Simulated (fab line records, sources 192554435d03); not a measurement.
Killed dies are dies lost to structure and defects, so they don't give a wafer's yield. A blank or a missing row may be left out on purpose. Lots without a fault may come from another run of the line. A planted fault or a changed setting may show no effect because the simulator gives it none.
Split-lot experiment | flow n5_finfet | 7 lots, 39 wafers read, on a route of 1938 steps

THE SPLIT
At N5_GATE_CUT_HM_DEP_46 (deposits SiO2 from TEOS/O2, target thk 130 nm, time 26.6 s), the setting time_s was moved away from the recipe's 26.6 s on 9 of the 39 wafers read, by -17.3% to +49.5%. The other wafers ran this setting at the recipe's value.

FROM THE SPLIT TO THE READING: what the file shows between them, 9 steps
- N5_GATE_CUT_COAT_34: time 60 s, resist thk 60 nm
- N5_GATE_CUT_COAT_35: time 60 s, resist thk 10 nm
- N5_GATE_CUT_STRIP_38: strips in N2/H2
- N5_GATE_CUT_STRIP_39: strips in N2/H2
- N5_GATE_CUT_HM_OPEN_40: chemistry C4F6/O2, target SiO2, target depth 139 nm, time 85.1 s
- N5_GATE_CUT_STRIP_41: strips in CF4
- N5_GATE_CUT_STRIP_42: strips in O2
- N5_GATE_CUT_ALD_22: deposits SiNx, target thk 16 nm, pulse time 1 s, ald cycles 320
- N5_GATE_CUT_CMP_23: polishes, stops on SiO2, t overpolish 23.4 s, target thk 16 nm

THE READING
GC_FILL_THK, in nm, at N5_GATE_CUT_THK_MEAS_24. Fault-free wafers of this fab line usually give 220.1 nm, standard deviation 2.2 nm.

wafer  | tool, chamber at the split | time_s as run, s | against the recipe | GC_FILL_THK, nm | against lot-mates on the recipe
L075.1 | pecvd-02, 2                | 26.6             | recipe             | 216.9           | -
L075.2 | pecvd-02, 0                | 26.6             | recipe             | 220.6           | -
L075.3 | pecvd-02, 2                | 26.6             | recipe             | 220.4           | -
L075.4 | pecvd-02, 0                | 26.6             | recipe             | 222.0           | -
L075.5 | pecvd-02, 2                | 26.6             | recipe             | 219.6           | -
L075.6 | pecvd-02, 0                | 26.6             | recipe             | 222.0           | -
L077.1 | pecvd-03, 1                | 39.6             | +48.9%             | 279.9           | +61.1
L077.2 | pecvd-03, 0                | 26.6             | recipe             | 217.3           | -
L077.3 | pecvd-03, 2                | 39.6             | +48.9%             | 276.5           | +57.7
L077.4 | pecvd-03, 1                | 39.6             | +48.9%             | 280.1           | +61.3
L077.5 | pecvd-03, 0                | 26.6             | recipe             | 219.5           | -
L077.6 | pecvd-03, 2                | 26.6             | recipe             | 219.5           | -
L081.1 | pecvd-03, 1                | 26.6             | recipe             | 218.8           | -
L081.2 | pecvd-03, 0                | 22.01            | -17.3%             | 199.8           | -20.9
L081.3 | pecvd-03, 2                | 22.01            | -17.3%             | 197.8           | -22.9
L081.4 | pecvd-03, 1                | 26.6             | recipe             | 220.5           | -
L081.5 | pecvd-03, 0                | 26.6             | recipe             | 222.8           | -
L081.6 | pecvd-03, 2                | 22.01            | -17.3%             | 200.2           | -20.5
L082.1 | pecvd-03, 1                | 26.6             | recipe             | 219.2           | -
L082.3 | pecvd-03, 2                | 26.6             | recipe             | 220.8           | -
L082.5 | pecvd-03, 1                | 26.6             | recipe             | 223.0           | -
L091.1 | pecvd-03, 0                | 26.6             | recipe             | 217.2           | -
L091.2 | pecvd-03, 2                | 26.6             | recipe             | 214.8           | -
L091.3 | pecvd-03, 0                | 26.6             | recipe             | 219.3           | -
L091.4 | pecvd-03, 2                | 26.6             | recipe             | 217.5           | -
L091.5 | pecvd-03, 0,2              | 26.6             | recipe             | 219.4           | -
L091.6 | pecvd-03, 0,2              | 26.6             | recipe             | 220.7           | -
L094.1 | pecvd-03, 0                | 26.6             | recipe             | 220.7           | -
L094.2 | pecvd-03, 1                | 39.77            | +49.5%             | 282.3           | +62.4
L094.3 | pecvd-03, 2                | 26.6             | recipe             | 215.9           | -
L094.4 | pecvd-03, 1                | 39.77            | +49.5%             | 283.9           | +64.0
L094.5 | pecvd-03, 0                | 26.6             | recipe             | 223.0           | -
L094.6 | pecvd-03, 2                | 39.77            | +49.5%             | 281.3           | +61.4
L095.1 | pecvd-03, 1                | 26.6             | recipe             | 219.8           | -
L095.2 | pecvd-03, 0,2              | 26.6             | recipe             | 220.7           | -
L095.3 | pecvd-03, 2                | 26.6             | recipe             | 218.9           | -
L095.4 | pecvd-03, 0,2              | 26.6             | recipe             | 218.4           | -
L095.5 | pecvd-03, 1                | 26.6             | recipe             | 224.4           | -
L095.6 | pecvd-03, 0                | 26.6             | recipe             | 223.0           | -
Where a row lists several chambers, the file gives one row for several wafers and doesn't say which wafer went through which chamber.

THE FIT
A straight line over all 39 wafers: GC_FILL_THK changes by +1.23 nm for each +1% of time_s; r = +1.00; the points scatter about the line by 2.2 nm.
The same after taking each lot's own level away (the mean of its wafers on the recipe; 39 wafers): +1.25 nm for each +1%; r = +1.00; scatter 1.9 nm.
On that fit, the largest move of time_s shifts the reading by 62 nm.
The lots' own levels span 218.15 to 221.00 nm, that is 1.3 times the standard deviation above.
So the lot-to-lot level changes the slope little: the two slopes agree.
Check: with one of the wafers moved furthest among these (+49.5%) left out of the fit, the line predicts +61.6 nm for it against its lot-mates. It came out at +62.4 nm against them.

THE WHOLE CHAIN: every reading that the file lists as answering this split, in the file's order
step                    | what it does                                                     | reading                                                                            | change (the file's fit)                | r (the file's)
N5_GATE_CUT_HM_DEP_46   | deposits SiO2 from TEOS/O2, target thk 130 nm, time 26.6 s       | SiO2_of_GATE_CUT_HM_DEP_46.thk_nm (the simulator's own value, which no gauge read) | +1.24 nm for each +1% of the setting   | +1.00
N5_GATE_CUT_HM_OPEN_40  | chemistry C4F6/O2, target SiO2, target depth 139 nm, time 85.1 s | etch_rf_on_time_s                                                                  | withheld for each +1% of the setting   | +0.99
N5_GATE_CUT_HM_OPEN_40  | chemistry C4F6/O2, target SiO2, target depth 139 nm, time 85.1 s | etch.depth_nm (the simulator's own value, which no gauge read)                     | +1.24 nm for each +1% of the setting   | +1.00
N5_GATE_CUT_HM_OPEN_40  | chemistry C4F6/O2, target SiO2, target depth 139 nm, time 85.1 s | SOC_of_GATE_CUT_COAT_34.thk_nm (the simulator's own value, which no gauge read)    | -0.264 nm for each +1% of the setting  | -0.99
N5_GATE_CUT_THK_MEAS_24 |                                                                  | GC_FILL_THK                                                                        | +1.25 for each +1% of the setting      | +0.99
N5_GATE_CUT_CMP_43      | polishes SiO2                                                    | SiO2_of_GATE_CUT_HM_DEP_46.thk_nm (the simulator's own value, which no gauge read) | +0.0591 nm for each +1% of the setting | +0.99

THE FILE'S OWN FIT
GC_FILL_THK changes by +1.25 nm for each +1% of time_s, r = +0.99.
